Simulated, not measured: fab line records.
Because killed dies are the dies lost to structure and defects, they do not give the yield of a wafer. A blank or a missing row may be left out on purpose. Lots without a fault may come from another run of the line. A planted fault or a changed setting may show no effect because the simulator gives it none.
Split-lot trial / flow n5Finfet / 21 wafers read across 7 lots, on a route 1938 steps long

## ABOUT THE SPLIT
At N5_BEOL_M9_ETCH_62 (etches SOC in N2/H2, target depth 110 nm, overetch 22 nm, time 165 s), the setting sourceW was moved away from the recipe's 840 W on 6 of the 21 wafers read, by -8.1% to +13.2%. All remaining wafers had this setting at the recipe value.

The split's own step is where the reading is taken.

## THE READING
rfVppV, in V, at N5_BEOL_M9_ETCH_62 (etches SOC in N2/H2, target depth 110 nm, overetch 22 nm, time 165 s). Typical for fault-free wafers on this fab line: 524.5 V, with standard deviation 2.6 V.

wafer=L084.2; tool, chamber at the split=rieDiel-01, 0; sourceW as run, W=783.1; against the recipe=-6.8%; rfVppV, V=540.7; against lot-mates on the recipe=+18.5
wafer=L084.4; tool, chamber at the split=rieDiel-01, 2; sourceW as run, W=783.1; against the recipe=-6.8%; rfVppV, V=536.8; against lot-mates on the recipe=+14.6
wafer=L084.5; tool, chamber at the split=rieDiel-01, 1; sourceW as run, W=840; against the recipe=recipe; rfVppV, V=522.2; against lot-mates on the recipe=-
wafer=L083.2; tool, chamber at the split=rieDiel-02, 2; sourceW as run, W=840; against the recipe=recipe; rfVppV, V=524.3; against lot-mates on the recipe=-
wafer=L083.5; tool, chamber at the split=rieDiel-02, 1; sourceW as run, W=840; against the recipe=recipe; rfVppV, V=525.9; against lot-mates on the recipe=-
wafer=L083.6; tool, chamber at the split=rieDiel-02, 2; sourceW as run, W=840; against the recipe=recipe; rfVppV, V=522.7; against lot-mates on the recipe=-
wafer=L086.1; tool, chamber at the split=rieDiel-04, 1; sourceW as run, W=840; against the recipe=recipe; rfVppV, V=525.3; against lot-mates on the recipe=-
wafer=L086.4; tool, chamber at the split=rieDiel-04, 3; sourceW as run, W=840; against the recipe=recipe; rfVppV, V=520.0; against lot-mates on the recipe=-
wafer=L086.6; tool, chamber at the split=rieDiel-04, 1; sourceW as run, W=840; against the recipe=recipe; rfVppV, V=525.9; against lot-mates on the recipe=-
wafer=L089.1; tool, chamber at the split=rieDiel-01, 1; sourceW as run, W=840; against the recipe=recipe; rfVppV, V=522.8; against lot-mates on the recipe=-
wafer=L089.4; tool, chamber at the split=rieDiel-01, 2; sourceW as run, W=840; against the recipe=recipe; rfVppV, V=524.7; against lot-mates on the recipe=-
wafer=L089.5; tool, chamber at the split=rieDiel-01, 2; sourceW as run, W=840; against the recipe=recipe; rfVppV, V=522.7; against lot-mates on the recipe=-
wafer=L091.1; tool, chamber at the split=rieDiel-04, 0; sourceW as run, W=840; against the recipe=recipe; rfVppV, V=522.9; against lot-mates on the recipe=-
wafer=L091.2; tool, chamber at the split=rieDiel-04, 1; sourceW as run, W=925.1; against the recipe=+10.1%; rfVppV, V=508.9; against lot-mates on the recipe=-14.0
wafer=L091.3; tool, chamber at the split=rieDiel-04, 2; sourceW as run, W=925.1; against the recipe=+10.1%; rfVppV, V=511.1; against lot-mates on the recipe=-11.8
wafer=L093.1; tool, chamber at the split=rieDiel-02, 1; sourceW as run, W=840; against the recipe=recipe; rfVppV, V=525.0; against lot-mates on the recipe=-
wafer=L093.4; tool, chamber at the split=rieDiel-02, 3; sourceW as run, W=840; against the recipe=recipe; rfVppV, V=519.9; against lot-mates on the recipe=-
wafer=L093.6; tool, chamber at the split=rieDiel-02, 1; sourceW as run, W=771.8; against the recipe=-8.1%; rfVppV, V=540.0; against lot-mates on the recipe=+17.5
wafer=L096.4; tool, chamber at the split=rieDiel-01, 0; sourceW as run, W=951.1; against the recipe=+13.2%; rfVppV, V=505.4; against lot-mates on the recipe=-18.0
wafer=L096.5; tool, chamber at the split=rieDiel-01, 3; sourceW as run, W=840; against the recipe=recipe; rfVppV, V=524.7; against lot-mates on the recipe=-
wafer=L096.6; tool, chamber at the split=rieDiel-01, 2; sourceW as run, W=840; against the recipe=recipe; rfVppV, V=522.0; against lot-mates on the recipe=-

THE FIT
A straight line over all 21 wafers: rfVppV changes by -1.61 V for each +1% of sourceW; r = -0.96; the points scatter about the line by 2.5 V.
The same after taking each lot's own level away (the mean of its wafers on the recipe; 21 wafers): -1.64 V for each +1%; r = -0.95; scatter 2.7 V.
That fit puts the effect of the largest move of sourceW on the reading at 22 V.
Across the lots, their own levels run from 522.20 to 524.30 V, a range of 0.8 times the standard deviation given above.
The two slopes agree, so the slope changes little with the lot-to-lot level.
Check: with one of the wafers moved furthest among these (+13.2%) left out of the fit, the line predicts -21.7 V for it against its lot-mates. It came out at -18 V against them.
Tool readings at the split's step, against how far the setting was moved: rfVppV r = -0.96.

## THESE WAFERS: OTHER SPLITS
Before the reading, these wafers also passed through other splits. Each is held against what the fit with the lots' levels taken away leaves over:
other split on the same wafers=N5_BEOL_M5_COAT_05 spinRpm; wafers away from the commonest value=8; r with rfVppV (lot level and that fit taken away)=+0.10
other split on the same wafers=N5_BEOL_M6_TRENCH_ETCH_37 timeS; wafers away from the commonest value=9; r with rfVppV (lot level and that fit taken away)=+0.31
other split on the same wafers=N5_BEOL_M7_COAT_71 spinRpm; wafers away from the commonest value=8; r with rfVppV (lot level and that fit taken away)=+0.39
other split on the same wafers=N5_BEOL_M7_EXPOSE_25 doseMj; wafers away from the commonest value=8; r with rfVppV (lot level and that fit taken away)=-0.26

## FILE'S OWN FIT
rfVppV changes by -1.6 V for each +1% of sourceW, r = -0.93.
